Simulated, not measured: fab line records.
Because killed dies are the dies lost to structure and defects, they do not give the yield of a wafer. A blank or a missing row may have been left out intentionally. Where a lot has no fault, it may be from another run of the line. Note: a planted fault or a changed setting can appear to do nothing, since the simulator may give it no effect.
fab line records | flow n5-finfet | part 2 of 2: steps 5 to 6 of 6
[record] lots = 21 wafers = 63 last-day = 18
route steps=1938 shown BEOL_M4@1021
lots that met no fault: taken from a fault-free run of the same line
start-h: start of the lot's first displayed wafer, in hours after the record's first day | wait-h: hours elapsed since this lot's preceding step | " unchanged from the row above | L1.1+2: a single row standing in for several wafers | - no value, or no start was given | * or withheld: withheld | < > ~ a bound
route shown NAME@n: names a module that has steps shown in the file, with the first one's number in the route | usual: average and standard deviation across the fault-free wafers | same: alike in all rows | chamber/n: place in a boat | sites: per-site readings | _std_site: standard deviation of those values | _edge_site: inner sites' mean taken away from outer sites' mean | radius-mm: how far each site lies from the wafer's centre | mask NAME#n: copy n | behind: the most recent tool/chamber to have shaped the wafer | hold: cause of the lot's hold/its duration in hours/its outcome | device: names the non-switching transistor (n, p or np) | end of line: the route-end tests of the same wafers | a step given without rows: its recipe and nothing more | killed: dies lost to structure and defects at the first sort, not the wafer's yield | map: the dies of a wafer, with x for killed, . for not killed, _ for no die there
set.NAME: the setting the step ran with; set.NAME@STEP: the setting that earlier step ran with | model.NAME: the simulator's own value behind a step, which no gauge read
one table for each step of the route and one row for each wafer, over a sample of lots
services: when a tool's chamber went out of use (start-h, in hours from the record's first day, below 0 if earlier), for how many hours, and the reason
[[steps]]
[step N5_BEOL_M4_DESCUM_33]
[recipe] chemistry = O2 time-s = 7 source-power-w = 50 bias-power-w = 20 pressure-mtorr = 20 rf-frequency-hz = 2.712e+07 temp-c = 40 resist = CAR-EUV o2-flow-sccm = 225
[usual] bias-power-w = 20.01/0.055 chamber-pressure-mTorr = 19.997/0.019 drypump-motor-current-A = 5.7/0.41 oes-product-au = 0.82/0.098 rf-vpp-V = 243.0/1.4 showerhead-plenum-p-Torr = 2.08/0.071 throttle-valve-pct = 20.40/0.25
// columns lot.wafer tool chamber start-h wait-h bias-power-w chamber-pressure-mTorr drypump-motor-current-A oes-product-au rf-hours-counter-h rf-vpp-V showerhead-plenum-p-Torr throttle-valve-pct
L075.1 rie-diel-06 1 171.91 0.0 19.87 20.009 5.5 0.95 8 241.6 2.03 19.87
L075.2 " 3 " " 19.93 20.000 5.5 0.92 17 242.9 2.03 20.46
L075.6 " 0 " " 20.01 19.990 6.5 0.76 - 242.4 2.02 20.51
L074.3 rie-diel-06 1 181.35 0.1 19.98 19.997 5.5 0.94 13 242.9 2.03 19.89
L074.5 " 1 " " 19.93 19.979 5.5 0.93 - 242.5 2.03 19.89
L074.6 " 0 " " 19.99 19.976 6.5 0.76 - 241.6 2.02 20.51
L077.2 rie-diel-03 0 186.33 0.0 19.98 19.989 5.3 0.73 183 241.3 2.02 20.56
L077.5 " 0 " " 19.98 19.969 5.3 0.74 - 240.6 2.02 20.57
L077.6 " 2 " " 19.97 20.004 5.8 0.92 - 246.1 2.22 20.36
L078.3 rie-diel-06 1 200.27 0.0 20.05 19.984 5.4 0.92 19 244.0 2.03 19.90
L078.4 " 0 " " 20.02 19.997 6.5 0.77 139 242.4 2.02 20.52
L078.6 " 0 " " 20.06 19.991 6.5 0.76 - 243.5 2.02 20.56
L080.2 rie-diel-06 2 210.00 0.0 20.08 19.984 5.3 0.99 7 243.3 2.15 20.30
L080.5 " 1 " " 20.08 19.998 5.5 0.92 - 242.4 2.03 19.89
L080.6 " 3 " " 20.01 19.983 5.5 0.88 - 242.6 2.03 20.49
L083.3 rie-diel-06 3 217.70 0.4 19.94 20.042 5.5 0.87 34 241.7 2.03 20.48
L083.5 " 3 " " 20.00 19.999 5.5 0.88 - 242.2 2.03 20.50
L083.6 " 0 " " 19.98 20.031 6.5 0.76 - 243.1 2.02 20.53
L081.1 rie-diel-01 1 226.12 0.0 20.04 19.980 5.3 0.70 231 239.8 2.00 21.11
L081.4 " 3 " " 19.97 20.026 5.5 0.72 209 242.8 2.08 20.54
L081.5 " 0 " " 19.94 20.015 5.5 0.73 - 245.4 2.15 20.35
L084.2 rie-diel-03 2 240.73 0.0 20.01 19.988 5.7 0.89 33 245.8 2.22 20.39
L084.3 " 1 " " 20.08 19.972 5.7 0.98 7 244.7 2.14 20.36
L084.5 " 3 " " 19.93 20.038 6.6 0.80 - 243.5 2.19 20.25
L082.1 rie-diel-01 0 243.96 0.3 20.01 19.978 5.5 0.72 199 245.1 2.15 20.39
L082.3 " 1 " " 19.92 19.993 5.3 0.69 238 242.8 1.99 21.11
L082.4 " 2 " " 20.01 20.007 5.8 0.68 226 242.8 2.07 20.63
L085.2 rie-diel-03 2 244.73 0.0 20.05 19.997 5.7 0.89 34 245.1 2.21 20.38
L085.3 " 0 " " 20.03 19.980 5.3 0.73 204 241.7 2.01 20.60
L085.4 " 1 " " 20.08 20.019 5.7 0.98 9 243.2 2.14 20.36
L088.1 rie-diel-03 2 245.32 0.0 20.01 19.981 5.7 0.89 34 243.8 2.21 20.40
L088.5 " 0 " " 19.93 19.960 5.4 0.72 - 242.6 2.01 20.60
L088.6 " 3 " " 20.00 19.996 6.6 0.80 - 246.2 2.19 20.26
L086.1 rie-diel-06 0 252.33 0.1 20.02 20.007 6.5 0.75 153 242.6 2.02 20.56
L086.5 " 3 " " 20.04 19.978 5.5 0.86 - 243.0 2.02 20.52
L086.6 " 2 " " 20.05 20.000 5.4 0.93 - 242.5 2.14 20.31
L087.1 rie-diel-06 1 257.58 0.0 20.02 20.005 5.5 0.87 40 242.9 2.02 19.92
L087.3 " 3 " " 20.01 19.993 5.6 0.85 50 241.7 2.02 20.53
L087.6 " 3 " " 19.91 20.005 5.5 0.85 - 241.0 2.02 20.52
L089.2 rie-diel-03 0 257.81 0.0 19.96 19.996 5.3 0.72 208 241.0 2.01 20.60
L089.5 " 0 " " 19.99 20.018 5.3 0.71 - 241.2 2.01 20.62
L089.6 " 1 " " 19.92 20.004 5.7 0.96 - 242.2 2.14 20.38
L090.1 rie-diel-01 3 269.44 0.0 19.99 19.999 5.5 0.70 226 242.9 2.08 20.59
L090.3 " 0 " " 20.07 19.997 5.5 0.71 208 244.4 2.15 20.39
L090.4 " 2 " " 19.96 19.971 5.8 0.67 236 243.2 2.07 20.66
L092.1 rie-diel-06 2 278.83 0.2 20.02 20.023 5.3 0.89 29 244.6 2.14 20.33
L092.4 " 3 " " 19.95 19.989 5.5 0.82 59 241.2 2.02 20.53
L092.6 " 1 " " 19.97 19.958 5.5 0.86 - 243.5 2.02 19.94
L091.1 rie-diel-01 3 284.22 0.2 20.02 20.000 5.5 0.71 232 242.8 2.07 20.59
L091.2 " 0 " " 20.04 19.987 5.5 0.70 214 244.3 2.14 20.38
L091.3 " 2 " " 20.05 19.988 5.8 0.67 243 241.4 2.06 20.66
L095.3 rie-diel-06 0 285.49 0.2 19.94 19.982 6.5 0.74 166 242.3 2.01 20.56
L095.5 " 2 " " 20.05 19.968 5.4 0.91 - 243.8 2.14 20.32
L095.6 " 3 " " 19.97 20.007 5.6 0.84 - 241.2 2.02 20.55
L094.1 rie-diel-03 3 298.38 0.0 20.03 19.973 6.6 0.78 118 245.4 2.19 20.30
L094.5 " 1 " " 20.03 20.019 5.7 0.92 - 243.1 2.13 20.40
L094.6 " 0 " " 20.01 20.007 5.3 0.71 - 241.0 2.00 20.63
L096.1 rie-diel-03 0 311.98 0.0 20.11 19.988 5.3 0.69 229 241.6 2.00 20.64
L096.2 " 2 " " 20.03 19.972 5.7 0.84 58 244.2 2.21 20.43
L096.4 " 1 " " 20.03 19.993 5.7 0.92 32 245.1 2.13 20.41
L097.2 rie-diel-03 3 318.17 0.0 20.02 20.021 6.6 0.77 124 244.0 2.18 20.29
L097.3 " 2 " " 20.03 20.015 5.7 0.85 60 243.8 2.20 20.42
L097.5 " 1 " " 20.05 19.988 5.7 0.89 - 241.7 2.13 20.40
[step N5_BEOL_M4_STRIP_97]
[recipe] chemistry = N2/H2 time-s = 10 power-w = 450 temp-c = 40 pressure-mtorr = 20 rf-frequency-hz = 6e+07 bias-power-w = 7 n2-flow-sccm = 200 h2-flow-sccm = 200
[usual] bias-power-w = 7.000/0.023 chamber-pressure-mTorr = 19.999/0.017 drypump-motor-current-A = 5.6/0.36 h2-flow-sccm = 200.1/0.64 oes-product-au = 0.79/0.096 rf-vpp-V = 59.1/0.93 showerhead-plenum-p-Torr = 2.53/0.09 throttle-valve-pct = 23.75/0.27
// columns lot.wafer tool chamber start-h wait-h bias-power-w chamber-pressure-mTorr drypump-motor-current-A h2-flow-sccm oes-product-au rf-hours-counter-h rf-vpp-V showerhead-plenum-p-Torr throttle-valve-pct
L075.1 rie-diel-01 3 - - 7.016 20.001 5.5 199.8 0.73 195 58.5 2.51 23.57
L075.2 " 1 " " 7.042 19.970 5.4 200.2 0.70 215 58.3 2.41 24.20
L075.6 " 2 " " 7.030 19.978 5.8 199.5 0.70 - 58.3 2.53 23.69
L074.3 rie-diel-01 0 - - 7.004 20.004 5.5 199.5 0.74 177 60.5 2.64 23.89
L074.5 " 0 " " 6.978 19.983 5.5 200.4 0.74 - 60.3 2.64 23.90
L074.6 " 2 " " 7.028 20.011 5.8 198.9 0.69 - 58.8 2.52 23.69
L077.2 rie-diel-01 2 - - 6.970 19.985 5.8 199.7 0.69 212 58.5 2.52 23.72
L077.5 " 2 " " 6.985 19.972 5.8 198.3 0.69 - 60.3 2.52 23.73
L077.6 " 1 " " 7.019 19.979 5.3 200.8 0.71 - 56.8 2.40 24.20
L078.3 rie-diel-01 0 - - 7.018 19.981 5.5 200.3 0.74 186 59.3 2.63 23.91
L078.4 " 2 " " 7.012 19.973 5.8 199.7 0.68 213 59.6 2.52 23.72
L078.6 " 3 " " 6.972 19.976 5.5 200.4 0.73 - 59.8 2.50 23.57
L080.2 rie-diel-06 1 - - 7.026 19.996 5.5 201.3 0.92 24 58.7 2.49 23.35
L080.5 " 3 " " 7.006 20.002 5.5 200.1 0.89 - 58.9 2.48 23.98
L080.6 " 1 " " 7.026 19.988 5.5 201.3 0.91 - 58.0 2.49 23.36
L083.3 rie-diel-01 1 - - 7.042 19.962 5.3 200.7 0.69 230 58.8 2.40 24.21
L083.5 " 1 " " 7.020 20.001 5.3 202.4 0.69 - 59.1 2.40 24.22
L083.6 " 0 " " 6.983 20.010 5.5 200.4 0.73 - 61.3 2.63 23.91
L081.1 rie-diel-06 1 - - 6.998 19.988 5.5 199.9 0.88 33 57.1 2.49 23.36
L081.4 " 3 " " 7.013 20.015 5.5 199.7 0.86 42 59.2 2.48 23.98
L081.5 " 0 " " 6.973 19.992 6.5 199.6 0.75 - 59.9 2.44 23.56
L084.2 rie-diel-06 1 - - 7.011 19.999 5.5 199.6 0.89 36 60.0 2.49 23.36
L084.3 " 3 " " 7.011 19.997 5.5 200.2 0.86 46 59.1 2.47 23.99
L084.5 " 0 " " 6.991 20.003 6.5 199.9 0.76 - 59.5 2.44 23.55
L082.1 rie-diel-06 3 - - 7.009 19.992 5.5 200.7 0.86 47 58.1 2.47 24.00
L082.3 " 0 " " 6.953 19.999 6.5 200.0 0.75 152 59.3 2.44 23.57
L082.4 " 2 " " 6.982 20.023 5.4 199.2 0.92 22 60.2 2.59 23.56
L088.1 rie-diel-01 3 - - 6.982 20.016 5.5 201.3 0.71 220 58.3 2.50 23.58
L088.5 " 1 " " 7.013 19.990 5.3 200.7 0.69 - 57.7 2.40 24.22
L088.6 " 2 " " 7.007 20.011 5.8 201.0 0.67 - 59.4 2.51 23.73
L085.2 rie-diel-06 0 - - 6.986 20.037 6.5 201.2 0.74 154 59.3 2.44 23.58
L085.3 " 3 " " 6.985 19.995 5.6 200.2 0.86 49 60.3 2.47 24.00
L085.4 " 3 " " 6.990 20.032 5.5 200.0 0.86 - 61.3 2.47 23.98
L086.1 rie-diel-01 2 - - 6.997 19.997 5.8 199.6 0.67 235 58.8 2.51 23.74
L086.5 " 0 " " 6.950 20.003 5.5 199.3 0.71 - 60.1 2.62 23.93
L086.6 " 1 " " 7.027 20.003 5.4 200.8 0.69 - 59.4 2.40 24.23
L087.1 rie-diel-06 3 - - 7.001 20.005 5.6 200.4 0.84 56 58.6 2.47 24.00
L087.3 " 2 " " 6.991 20.021 5.3 200.6 0.91 27 59.3 2.58 23.57
L087.6 " 2 " " 6.943 20.034 5.3 201.2 0.91 - 58.1 2.58 23.58
L089.2 rie-diel-03 3 - - 6.982 20.020 6.6 200.0 0.77 111 58.0 2.65 23.16
L089.5 " 2 " " 7.033 20.009 5.7 199.8 0.86 - 59.8 2.69 23.73
L089.6 " 1 " " 7.016 19.972 5.7 199.5 0.95 - 58.7 2.62 23.99
L090.1 rie-diel-01 3 - - 6.970 20.017 5.5 199.4 0.71 232 58.9 2.49 23.62
L090.3 " 0 " " 7.001 19.969 5.5 199.6 0.70 214 59.9 2.62 23.94
L090.4 " 2 " " 7.077 19.988 5.8 199.7 0.66 - 59.7 2.51 23.74
L092.1 rie-diel-03 2 - - 6.997 19.975 5.7 201.3 0.87 48 59.5 2.69 23.74
L092.4 " 0 " " 6.975 19.990 5.3 199.4 0.71 218 56.7 2.40 23.65
L092.6 " 3 " " 7.027 20.042 6.6 201.1 0.77 - 59.1 2.65 23.13
L091.1 rie-diel-01 0 - - 7.023 20.030 5.5 198.6 0.71 217 59.1 2.62 23.94
L091.2 " 2 " " 7.015 20.003 5.8 199.4 0.66 245 61.4 2.51 23.76
L091.3 " 3 " " 7.019 19.984 5.5 199.5 0.70 235 58.4 2.49 23.62
L094.1 rie-diel-01 0 - - 7.007 20.019 5.5 200.0 0.70 222 60.2 2.62 23.93
L094.5 " 0 " " 6.991 19.999 5.5 199.7 0.70 - 59.1 2.62 23.95
L094.6 " 3 " " 6.977 19.999 5.5 200.1 0.70 - 58.7 2.49 23.64
L095.3 rie-diel-01 3 - - 7.008 19.975 5.5 200.5 0.69 244 58.4 2.49 23.65
L095.5 " 0 " " 6.955 20.009 5.5 200.0 0.70 - 59.8 2.62 23.95
L095.6 " 3 " " 6.986 19.988 5.5 200.8 0.70 - 59.6 2.49 23.65
L096.1 rie-diel-03 0 - - 6.997 20.001 5.4 200.0 0.71 234 57.6 2.39 23.68
L096.2 " 1 " " 7.015 20.011 5.7 199.9 0.91 38 58.3 2.61 24.03
L096.4 " 2 " " 7.000 19.985 5.7 199.6 0.85 64 58.4 2.68 23.74
L097.2 rie-diel-06 1 - - 6.971 20.002 5.5 199.9 0.84 65 60.1 2.47 23.40
L097.3 " 3 " " 7.025 19.980 5.5 201.1 0.81 76 60.1 2.46 24.04
L097.5 " 2 " " 7.028 19.963 5.3 200.1 0.88 - 59.0 2.58 23.60
[[services]]
// columns tool chamber start-h hours kind
pecvd-02 - 149.95 0.2 repair
pecvd-03 2 154.16 5.0 repair
pecvd-01 - 157.26 0.6 repair
pecvd-02 - 163.60 0.6 repair
rie-diel-06 2 166.95 - clean
rie-diel-06 2 166.95 - consumable-replace:focus-ring
rie-diel-06 2 166.95 22.3 scheduled-down
rie-diel-06 2 166.95 22.3 vent-cycle
rie-metal-03 0 169.63 1.4 repair
rie-diel-03 2 177.94 5.5 repair
pecvd-02 - 181.91 2.8 pm
pecvd-01 2 192.46 2.1 scheduled-down
rie-metal-02 - 196.79 10.0 pm
rie-diel-06 0 200.50 16.6 repair
rie-diel-03 - 205.84 0.2 repair
pecvd-03 1 214.97 2.1 scheduled-down
rie-diel-03 2 220.89 7.3 repair
rie-diel-06 2 254.76 7.2 repair
rie-metal-03 - 255.54 1.1 repair
pecvd-01 - 256.66 1.3 repair
rie-metal-02 1 267.63 2.0 repair
rie-diel-01 1 275.60 - clean
pecvd-01 2 293.32 26.4 repair
rie-metal-01 - 329.92 2.6 repair
